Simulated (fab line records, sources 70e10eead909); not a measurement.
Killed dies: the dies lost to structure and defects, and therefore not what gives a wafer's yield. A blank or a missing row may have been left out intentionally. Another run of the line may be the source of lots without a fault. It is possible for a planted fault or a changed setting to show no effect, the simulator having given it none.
Matching of chambers | flow nand harc | NHARC_P_BONDPAD_CMP_32 on cmp-02 has 4 sister chambers
The step polishes SiCN, target thk 200 nm. 8 wafers are shown with their chamber, then 11 later ones without.

## WAFERS, EACH WITH ITS CHAMBER
wafer  | chamber | motor current A (A) | edge zone pressure frac
L078.3 | 2       | 14.4                | 1.002
L078.4 | 0       | 12.1                | 0.999
L085.5 | 0       | 11.6                | 1.003
L086.4 | 1       | 12.3                | 1.006
L087.2 | 3       | 13.1                | 1.005
L087.3 | 2       | 14.2                | 1.006
L087.5 | 1       | 12.2                | 0.986
L089.2 | 3       | 12.4                | 1.001

## WAFERS WITH NO CHAMBER GIVEN
wafer  | motor current A (A) | edge zone pressure frac
L089.3 | 11.8                | 1.000
L089.4 | 11.2                | 0.995
L095.1 | 15.0                | 0.999
L095.3 | 11.7                | 1.001
L095.5 | 11.7                | 0.994
L097.1 | 13.2                | 1.001
L097.4 | 12.6                | 1.005
L097.5 | 11.7                | 1.003
L096.2 | 12.9                | 1.005
L096.5 | 11.8                | 1.005
L096.6 | 12.0                | 1.003

## CHAMBER TAKEN BY EACH
wafer  | from the rows above          | in truth
L089.3 | can't be placed: 0 or 1      | 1
L089.4 | can't be placed: 0 or 1      | 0
L095.1 | 2                            | 2
L095.3 | can't be placed: 0 or 1      | 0
L095.5 | can't be placed: 0 or 1      | 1
L097.1 | can't be placed: 3 or 1      | 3
L097.4 | can't be placed: 3 or 1 or 0 | 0
L097.5 | can't be placed: 0 or 1      | 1
L096.2 | can't be placed: 3 or 1      | 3
L096.5 | can't be placed: 0 or 1      | 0
L096.6 | can't be placed: 0 or 1 or 3 | 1
1 of 11 placed correctly. These rows do not allow placing 10 (true chamber among the candidates in 10). Wrongly placed: 0.
How it was worked out, from the rows above alone: a wafer's distance from a chamber is the root of the sum, over the readings, of the square of ((its reading less the chamber's mean) divided by the reading's scatter). The wafer belongs to the nearest chamber; if the next one is less than 2 further off, it can't be placed. The mean given for a chamber averages the wafers shown for that chamber. The scatter: the root of (the sum of the squares of (reading less its chamber's mean) over the shown wafers, divided by (wafers less chambers)).
